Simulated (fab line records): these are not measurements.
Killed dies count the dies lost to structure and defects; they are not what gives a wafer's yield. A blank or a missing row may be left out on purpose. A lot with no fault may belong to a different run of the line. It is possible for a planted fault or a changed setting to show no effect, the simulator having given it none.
Chamber matching / flow nand_harc / 4 sister chambers for NHARC_P_CONTACT_ALD_22 on ald_metal-01
The step deposits TiN, target thk 3 nm, pulse time 1 s, ald cycles 150. 8 wafers are shown with their chamber, then 7 later ones without.

== WAFERS PAIRED WITH THEIR CHAMBERS ==
wafer=L076.1; chamber=3; heater_power_w (W)=1128; susceptor_temp_C (C)=450.49
wafer=L076.3; chamber=1; heater_power_w (W)=828; susceptor_temp_C (C)=449.67
wafer=L079.4; chamber=0; heater_power_w (W)=903; susceptor_temp_C (C)=449.93
wafer=L082.1; chamber=2; heater_power_w (W)=1053; susceptor_temp_C (C)=450.57
wafer=L082.5; chamber=0; heater_power_w (W)=945; susceptor_temp_C (C)=450.06
wafer=L082.6; chamber=1; heater_power_w (W)=878; susceptor_temp_C (C)=450.08
wafer=L087.1; chamber=2; heater_power_w (W)=1033; susceptor_temp_C (C)=450.29
wafer=L087.2; chamber=3; heater_power_w (W)=1125; susceptor_temp_C (C)=449.72

== WAFERS WHOSE CHAMBER IS MISSING ==
wafer=L087.3; heater_power_w (W)=933; susceptor_temp_C (C)=449.68
wafer=L089.3; heater_power_w (W)=930; susceptor_temp_C (C)=450.37
wafer=L089.5; heater_power_w (W)=925; susceptor_temp_C (C)=449.73
wafer=L089.6; heater_power_w (W)=1078; susceptor_temp_C (C)=449.99
wafer=L092.1; heater_power_w (W)=1013; susceptor_temp_C (C)=450.08
wafer=L092.2; heater_power_w (W)=878; susceptor_temp_C (C)=449.77
wafer=L092.5; heater_power_w (W)=891; susceptor_temp_C (C)=449.87

== THE CHAMBER EACH PASSED THROUGH ==
wafer=L087.3; from the rows above=0; in truth=0
wafer=L089.3; from the rows above=0; in truth=0
wafer=L089.5; from the rows above=0; in truth=0
wafer=L089.6; from the rows above=can't be placed: 2 or 3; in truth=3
wafer=L092.1; from the rows above=2; in truth=2
wafer=L092.2; from the rows above=can't be placed: 1 or 0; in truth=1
wafer=L092.5; from the rows above=can't be placed: 0 or 1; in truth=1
Placed correctly: 4 of 7. These rows do not allow placing 3 (true chamber among the candidates in 3). Wrongly placed: 0.
How it was worked out, from the rows above alone: a wafer's distance from a chamber is the root of the sum, over the readings, of the square of ((its reading less the chamber's mean) divided by the reading's scatter). The wafer belongs to the nearest chamber; if the next one is less than 2 further off, it can't be placed. For every chamber, the mean is computed from those of its wafers that are shown. The scatter: the root of (the sum of the squares of (reading less its chamber's mean) over the shown wafers, divided by (wafers less chambers)).
